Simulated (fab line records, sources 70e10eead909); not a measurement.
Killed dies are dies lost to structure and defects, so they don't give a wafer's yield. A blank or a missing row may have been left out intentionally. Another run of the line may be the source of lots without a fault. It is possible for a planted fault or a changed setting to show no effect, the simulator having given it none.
Chamber matching | flow nand harc | NHARC_A_WL_FILL_ALD_02 on ald metal-03 has 4 sister chambers
The step deposits TiN, target thk 2 nm, pulse time 3 s, ald cycles 100. 20 wafers are shown with their chamber, then 10 later ones without.

EACH WAFER AND ITS CHAMBER
wafer  | chamber | heater power w (W) | precursor pulse height rel
L075.2 | 0       | 1305               | 0.956
L075.4 | 3       | 1021               | 1.005
L075.5 | 3       | 1026               | 1.014
L080.3 | 0       | 1312               | 1.012
L080.5 | 2       | 1201               | 1.006
L080.6 | 1       | 1030               | 0.985
L082.3 | 1       | 1016               | 0.997
L082.4 | 0       | 1295               | 1.014
L082.5 | 3       | 1006               | 1.006
L085.4 | 1       | 1042               | 0.998
L085.5 | 1       | 1050               | 1.013
L085.6 | 0       | 1298               | 1.001
L087.2 | 1       | 1017               | 0.973
L087.5 | 2       | 1197               | 1.003
L087.6 | 3       | 1061               | 0.992
L089.1 | 0       | 1237               | 0.992
L089.3 | 3       | 1083               | 0.992
L089.6 | 0       | 1225               | 0.974
L092.1 | 2       | 1217               | 1.020
L092.3 | 0       | 1248               | 1.018

SIGNATURES (averages over the wafers above)
reading                    | chamber 0 | chamber 1 | chamber 2 | chamber 3 | scatter within a chamber
heater power w             | 1274.29   | 1031.00   | 1205.00   | 1039.40   | 28.5
precursor pulse height rel | 0.99529   | 0.99320   | 1.00967   | 1.00180   | 0.017
Rule: for a wafer and a chamber, the distance is found by dividing, reading by reading, the gap between the wafer's reading and the chamber's mean by the reading's scatter, squaring, summing and taking the root. If the next closest chamber is less than 2 further off than the closest, the wafer can't be placed; otherwise it belongs to the closest. The scatter: the root of (the sum of the squares of (reading less its chamber's mean) over the shown wafers, divided by (wafers less chambers)).

WAFERS WITHOUT THEIR CHAMBER
wafer  | heater power w (W) | precursor pulse height rel
L092.6 | 1194               | 1.022
L093.3 | 1188               | 1.017
L093.4 | 1038               | 0.982
L093.5 | 1054               | 0.979
L095.2 | 1066               | 1.000
L095.3 | 1213               | 1.005
L095.5 | 1037               | 1.035
L096.3 | 1093               | 1.029
L096.5 | 1032               | 1.033
L096.6 | 1232               | 1.017

CHAMBER TAKEN BY EACH
wafer  | from the rows above          | in truth
L092.6 | 2                            | 2
L093.3 | 2                            | 2
L093.4 | can't be placed: 1 or 3      | 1
L093.5 | can't be placed: 1 or 3      | 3
L095.2 | can't be placed: 3 or 1      | 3
L095.3 | can't be placed: 2 or 0      | 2
L095.5 | can't be placed: 3 or 1      | 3
L096.3 | can't be placed: 3 or 1 or 2 | 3
L096.5 | can't be placed: 3 or 1      | 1
L096.6 | can't be placed: 2 or 0      | 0
Placed correctly: 2 of 10. From these rows, 8 cannot be placed; in 8 the true chamber is one of the candidates. 0 placed wrongly.
